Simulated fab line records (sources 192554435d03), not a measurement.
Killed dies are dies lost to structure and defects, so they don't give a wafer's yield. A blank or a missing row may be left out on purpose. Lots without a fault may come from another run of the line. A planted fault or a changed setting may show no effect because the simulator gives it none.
A struck lot beside a sound one -- flow n5_finfet -- 36 out of 1938 route steps
Sound: wafers L979.2, L979.3, L979.5. Struck: wafers L988.3, L988.6. (L988.2 of the same lot was not struck and is left out.) The cause comes at the end.
Order at every step that has rows: each side's tool, ch and its chambers, its first start. Under that, the readings that differ: sound wafers -- struck wafers -- difference of the means -- sigmas: that difference in standard deviations of wafers without a fault.
alike: readings with means less than 2 such deviations apart, plus words and numbers identical on both sides. not compared: withheld readings, readings lacking a value on some wafer, bounds such as >300 that could conceal the same value, and numbers that have no deviation in the record and whose values overlap.
The two part at a step that has a row with sigmas, a row that says differs or no value, or rows on one side only. Numbers that have no deviation but don't overlap get no sigmas and don't part them. Lack of a reading on every wafer of one side parts them only where that side has two or more wafers.

first, 9 steps without rows for these wafers: N5_BEOL_M1_PEB_09 (peb time 60 s); N5_BEOL_M1_DEVELOP_10 (develop time 30 s); N5_BEOL_M1_DESCUM_16 (chemistry O2, time 7 s); N5_BEOL_M1_ETCH_74 (etches underlayer in N2/H2, target depth 6.5 nm, time 5.2 s); N5_BEOL_M1_ETCH_63 (etches SiARC in CF4, target depth 15.6 nm, time 26 s); N5_BEOL_M1_ETCH_64 (etches SOC in N2/H2, target depth 75 nm, overetch 15 nm, time 112.5 s); N5_BEOL_M1_STRIP_65 (strips in N2/H2); N5_BEOL_M1_STRIP_75 (strips in N2/H2); N5_BEOL_M1_STRIP_66 (strips in CF4).
N5_BEOL_M1_HM_OPEN_17: chemistry Cl2/BCl3, target TiN, target depth 20 nm, overetch 6 nm.
  sound on rie_metal-02 ch 0,1, day 6 23:19; struck on rie_metal-01 ch 0,1, day 9 13:55
reading,sound,struck,difference,sigmas
throttle_valve_pct (%),22.15 22.41 22.41,21.69 22.03,-0.46,-2
model.SOC_of_BEOL_M1_COAT_61.thk_nm (nm),52 52.2 52,54.4 54.4,+2.3,
model.etch.depth_nm (nm),20.33 20.12 20.14,18.55 19.05,-1.40,
  alike: bias_w, drypump_motor_current_A, oes_product_au
  not compared: rf_hours_counter_h
then, 24 steps without rows for these wafers: N5_BEOL_M1_STRIP_19 (strips in O2); N5_BEOL_M1_COAT_67 (time 60 s, resist thk 60 nm); N5_BEOL_M1_COAT_68 (time 60 s, resist thk 12 nm); N5_BEOL_M1_COAT_76 (time 60 s, resist thk 5 nm); N5_BEOL_M1_COAT_22 (resist thk 30 nm); N5_BEOL_M1_EBR_24; N5_BEOL_M1_SOFTBAKE_23 (time 60 s); N5_BEOL_M1_EXPOSE_25 (exposes mask V0, defocus 5 nm, target cd 24 nm); N5_BEOL_M1_PEB_26 (peb time 60 s); N5_BEOL_M1_DEVELOP_27 (develop time 30 s); N5_BEOL_M1_DESCUM_33 (chemistry O2, time 7 s); N5_BEOL_M1_ETCH_77 (etches underlayer in N2/H2, target depth 6.5 nm, time 5.2 s); N5_BEOL_M1_ETCH_69 (etches SiARC in CF4, target depth 15.6 nm, time 26 s); N5_BEOL_M1_ALD_98 (deposits SiO2, target thk 2.5 nm, pulse time 1 s, co reactant pulse time 1 s); N5_BEOL_M1_ETCHBACK_99 (etches SiO2 in CHF3, target depth 5 nm, time 10.4 s); N5_BEOL_M1_ETCH_70 (etches SOC in N2/H2, target depth 80 nm, overetch 16 nm, time 120 s); N5_BEOL_M1_STRIP_71 (strips in N2/H2); N5_BEOL_M1_STRIP_78 (strips in N2/H2); N5_BEOL_M1_VIA_ETCH_34 (etches the open film in C4F6/O2, target depth 67.8 nm, time 64.4 s); N5_BEOL_M1_STRIP_83 (strips in C4F6/O2); N5_BEOL_M1_STRIP_36 (strips in N2/H2); N5_BEOL_M1_TRENCH_ETCH_37 (etches SiOC in C4F6/O2, target depth 55.207 nm, time 29 s); N5_BEOL_M1_ETCH_41 (etches SiCN in CH3F/O2, target depth 31.9 nm, time 57.8 s); N5_BEOL_M1_STRIP_97 (strips in N2/H2, time 10 s).
-- record jumps: 2 days separate the struck wafers' starts on either side; left off in module BEOL_M1, taken up again in module BEOL_M4, whose first shown step is the route's number 1111 --
N5_BEOL_M4_RC_MEAS_101:
  sound on prober-02 ch 0, day 9 15:13; struck on prober-01 ch 0, day 12 00:03
reading,sound,struck,difference,sigmas
SS_N (mV/dec),70.6 71.0 71.6,72.7 72.7,+1.6,+3
  alike: DIBL_N, DIBL_P, IOFF_N, IOFF_P, ION_N, ION_P, SS_P, VT_N, VT_P
-- a jump in the record: the struck wafers' starts before and after are 5 days apart (it breaks off in module BEOL_M4 and resumes in module PASSIVATION, where the first step shown is number 1936 of the route) --
N5_PASSIVATION_PROBE_49:
  rows exist in the record for the struck wafers here (prober-01, day 16 12:40), but not for the sound ones

== WHERE THEY PART ==
First at N5_BEOL_M1_HM_OPEN_17; last, within this record, at N5_PASSIVATION_PROBE_49.

WHY: what had been put in by the simulator
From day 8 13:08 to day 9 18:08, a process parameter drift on rie_metal-01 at N5_BEOL_M1_HM_OPEN_17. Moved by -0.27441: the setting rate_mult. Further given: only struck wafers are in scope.
